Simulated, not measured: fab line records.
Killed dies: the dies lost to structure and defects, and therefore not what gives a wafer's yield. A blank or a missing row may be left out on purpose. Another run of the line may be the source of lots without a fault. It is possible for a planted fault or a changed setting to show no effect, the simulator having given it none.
Problem report, 8D (eight disciplines) form, completed by code + flow nand harc + the parts of the form that need people (team, actions taken, sign-off) are left out

== 1. PROBLEM STATEMENT ==
NHARC_END_SORT_01, killed at array: mean 94 over 1 wafer from 1 lot; wafers with no fault: 26, standard deviation 9.6. Relative to the usual mean, that is a shift of +7.1 standard deviations.
First observed at day 20 13:56: wafer L635.4, on prober-01. The record holds 3 wafers of 1 lot with a number at this step. Rule for "out", or "out of limits": more than 4 standard deviations from the usual mean. All remaining wafers that have a number are taken as sound.

== 2. WHAT IT IS AND WHAT IT IS NOT ==
| question                    | is                           | is not                                                           |
|-----------------------------|------------------------------|------------------------------------------------------------------|
| which readings at this step | killed at array, killed dies | killed at other, killed at periphery, killed open, killed short  |
| which lots                  | L635                         | -                                                                |
| which wafers of those lots  | L635.4                       | L635.2, L635.6                                                   |
| read on which gauges        | prober-01                    | -                                                                |
| when                        | from day 20 13:56            | up to then (1 sound wafer); but 1 sound wafer of L635 came after |

== 3. SUSPECTS, AND WHAT RULES EACH OUT ==
Counting: a tool at a process step up to the reading stays a suspect if it ran every lot that is out. Sound lots after the first of them don't rule it out here, since some wafers of a struck lot are sound.
- the gauge at NHARC_END_SORT_01: kept. All the wafers that are out were read on prober-01, and no step on other tools shows them out.
- rie diel-13 at NHARC_A_CHANNEL_FILL_D1_STRIP_28 (strips in O2, time 20 s): kept. It ran the lot that is out, L635 (day 10 14:43).
- rie diel-08 at NHARC_A_BONDPAD_STRIP_15 (strips in O2): kept. It ran the lot that is out, L635 (day 18 20:09).
- cmp-02 at NHARC_THIN_TSV_CMP_01 (polishes): kept. It ran the lot that is out, L635 (day 19 07:30).
- rie diel-13, NHARC_A_CHANNEL_FILL_D1_STRIP_28: wafers that are out in chamber 0, sound lot-mates in chambers 2, 3.
- Within cmp-02 at NHARC_THIN_TSV_CMP_01: the wafers that are out ran in chamber 1; their sound lot-mates ran in chamber 3.
Left after counting: rie diel-13 at NHARC_A_CHANNEL_FILL_D1_STRIP_28, rie diel-08 at NHARC_A_BONDPAD_STRIP_15, cmp-02 at NHARC_THIN_TSV_CMP_01, prober-01 at NHARC_END_SORT_01.

== 4. THE CAUSE (what the simulator had put in) ==
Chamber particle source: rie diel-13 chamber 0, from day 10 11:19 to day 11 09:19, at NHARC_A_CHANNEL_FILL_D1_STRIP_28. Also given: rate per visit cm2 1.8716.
4 suspects survive the count, and this tool is in that group.

== 5. THE CHAIN OF EFFECTS, in route order ==
One row per reading whose mean, taken over the struck wafers that have a number, lies over 3 standard deviations from the usual. Scope: only readings with a usual standard deviation given in the record; hours: median across lots of the time from each lot's start at the first step in this table that gives one to its start at this step; sigmas: change in usual standard deviations.
| hours | step              | reading         | usual | on struck wafers | change | sigmas |
|-------|-------------------|-----------------|-------|------------------|--------|--------|
| 0     | NHARC_END_SORT_01 | killed at array | 26    | 94               | +68    | +7.1   |
| 0     | NHARC_END_SORT_01 | killed dies     | 31    | 98               | +67    | +6.7   |

== 6. HOW IT WOULD HAVE BEEN CAUGHT EARLIER ==
The first out-of-limits reading at a measuring or inspecting step in this record came at day 20 13:56, 243 hours after the fault's start at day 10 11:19.
An alarm limit of 4 standard deviations would not have fired on the tool readings at NHARC_A_CHANNEL_FILL_D1_STRIP_28 for which the record gives a usual standard deviation, since none of them was out on any struck wafer.
Each of the lots that are out, 1 in all, had begun NHARC_A_CHANNEL_FILL_D1_STRIP_28 on rie diel-13 no later than day 20 13:56. A hold on the tool at that time would have spared none of them.
